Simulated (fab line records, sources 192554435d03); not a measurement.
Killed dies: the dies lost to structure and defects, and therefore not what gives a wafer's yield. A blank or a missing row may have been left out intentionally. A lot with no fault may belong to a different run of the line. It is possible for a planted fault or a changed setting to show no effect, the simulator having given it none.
Matching of chambers | flow n5-finfet | N5_BEOL_M13_DESCUM_33 on rie-diel-06: 4 sister chambers
The step chemistry O2, time 7.9 s. 14 wafers are shown with their chamber, then 7 later ones without.

WAFERS PAIRED WITH THEIR CHAMBERS
wafer  | chamber | showerhead-plenum-p-Torr (Torr) | drypump-motor-current-A (A) | throttle-valve-pct (%)
L075.2 | 2       | 2.08                            | 5.51                        | 20.48
L075.3 | 1       | 2.19                            | 5.92                        | 20.65
L075.6 | 1       | 2.19                            | 5.93                        | 20.63
L081.1 | 1       | 2.18                            | 5.91                        | 20.68
L081.3 | 0       | 2.08                            | 5.84                        | 20.74
L081.6 | 0       | 2.08                            | 5.83                        | 20.75
L086.2 | 3       | 2.13                            | 5.77                        | 20.75
L086.3 | 0       | 2.08                            | 5.82                        | 20.76
L086.4 | 1       | 2.18                            | 5.90                        | 20.66
L085.1 | 1       | 2.18                            | 5.92                        | 20.68
L085.4 | 0       | 2.08                            | 5.83                        | 20.75
L085.5 | 1       | 2.18                            | 5.90                        | 20.68
L087.4 | 3       | 2.13                            | 5.76                        | 20.74
L087.5 | 3       | 2.13                            | 5.81                        | 20.76

SIGNATURES, as means of the wafers listed above
reading                  | chamber 0 | chamber 1 | chamber 2 | chamber 3 | scatter within a chamber
showerhead-plenum-p-Torr | 2.0800    | 2.1833    | 2.0800    | 2.1300    | 0.00365
drypump-motor-current-A  | 5.8300    | 5.9133    | 5.5100    | 5.7800    | 0.0153
throttle-valve-pct       | 20.7500   | 20.6633   | 20.4800   | 20.7500   | 0.0159
Rule: distance of a wafer from a chamber = root of the sum over the readings of ((wafer's reading minus chamber's mean) / reading's scatter) squared. If the next closest chamber is less than 2 further off than the closest, the wafer can't be placed; otherwise it belongs to the closest. How the scatter is found: for the shown wafers, subtract from each reading the mean of its chamber, square and add these, divide the total by (wafers less chambers), then take the root.

WAFERS MISSING THEIR CHAMBER
wafer  | showerhead-plenum-p-Torr (Torr) | drypump-motor-current-A (A) | throttle-valve-pct (%)
L087.6 | 2.07                            | 5.52                        | 20.52
L092.1 | 2.07                            | 5.53                        | 20.03
L092.2 | 2.17                            | 5.90                        | 20.71
L092.4 | 2.07                            | 5.83                        | 20.76
L095.2 | 2.07                            | 5.52                        | 20.05
L095.3 | 2.17                            | 5.91                        | 20.72
L095.5 | 2.12                            | 5.76                        | 20.75

CHAMBER TAKEN BY EACH
wafer  | from the rows above | in truth
L087.6 | 2                   | 2
L092.1 | 2                   | 2
L092.2 | 1                   | 1
L092.4 | 0                   | 0
L095.2 | 2                   | 2
L095.3 | 1                   | 1
L095.5 | 3                   | 3
Placed correctly: 7 of 7. Can't be placed from these rows: 0. Number placed wrongly: 0.
